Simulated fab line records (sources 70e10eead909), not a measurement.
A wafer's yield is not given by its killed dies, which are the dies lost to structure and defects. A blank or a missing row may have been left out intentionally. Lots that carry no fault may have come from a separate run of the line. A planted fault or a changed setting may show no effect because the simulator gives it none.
Chamber matching + flow nand-harc + NHARC_THIN_TSV_ETCHBACK_48 on rie-diel-13: 4 sister chambers
The step etches the open film in C4F8/Ar, target depth 1028.5 nm, time 405.17 s. 8 wafers are shown with their chamber, then 8 later ones without.

== EACH WAFER AND ITS CHAMBER ==
| wafer  | chamber | rf-vpp-V (V) | oes-product-au (a.u.) |
|--------|---------|--------------|-----------------------|
| L338.1 | 2       | 545          | 0.93                  |
| L338.5 | 0       | 551          | 0.93                  |
| L339.1 | 3       | 544          | 0.92                  |
| L339.5 | 3       | 546          | 0.92                  |
| L342.1 | 1       | 541          | 0.97                  |
| L342.2 | 2       | 542          | 0.97                  |
| L342.3 | 0       | 551          | 0.99                  |
| L341.2 | 1       | 543          | 0.93                  |

== WAFERS WITH NO CHAMBER GIVEN ==
| wafer  | rf-vpp-V (V) | oes-product-au (a.u.) |
|--------|--------------|-----------------------|
| L341.5 | 543          | 0.92                  |
| L341.6 | 544          | 0.93                  |
| L344.1 | 546          | 0.93                  |
| L344.4 | 544          | 0.92                  |
| L344.5 | 543          | 0.93                  |
| L345.1 | 541          | 0.92                  |
| L345.4 | 544          | 0.93                  |
| L345.5 | 545          | 0.93                  |

== WHICH CHAMBER EACH ONE RAN IN ==
| wafer  | from the rows above          | in truth |
|--------|------------------------------|----------|
| L341.5 | can't be placed: 2 or 1 or 3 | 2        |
| L341.6 | can't be placed: 2 or 3 or 1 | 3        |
| L344.1 | can't be placed: 3 or 2      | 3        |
| L344.4 | can't be placed: 3 or 2 or 1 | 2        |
| L344.5 | can't be placed: 2 or 1 or 3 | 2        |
| L345.1 | can't be placed: 1 or 2 or 3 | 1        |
| L345.4 | can't be placed: 2 or 3 or 1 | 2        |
| L345.5 | can't be placed: 3 or 2 or 1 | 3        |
Correct placement for 0 of the 8. Can't be placed from these rows: 8 (the true chamber is among the candidates in 8). Placed wrongly: 0.
How it was worked out, from the rows above alone: a wafer's distance from a chamber is the root of the sum, over the readings, of the square of ((its reading less the chamber's mean) divided by the reading's scatter). If the next closest chamber is less than 2 further off than the closest, the wafer can't be placed; otherwise it belongs to the closest. Each chamber's mean is taken over the wafers shown for it. How the scatter is found: for the shown wafers, subtract from each reading the mean of its chamber, square and add these, divide the total by (wafers less chambers), then take the root.
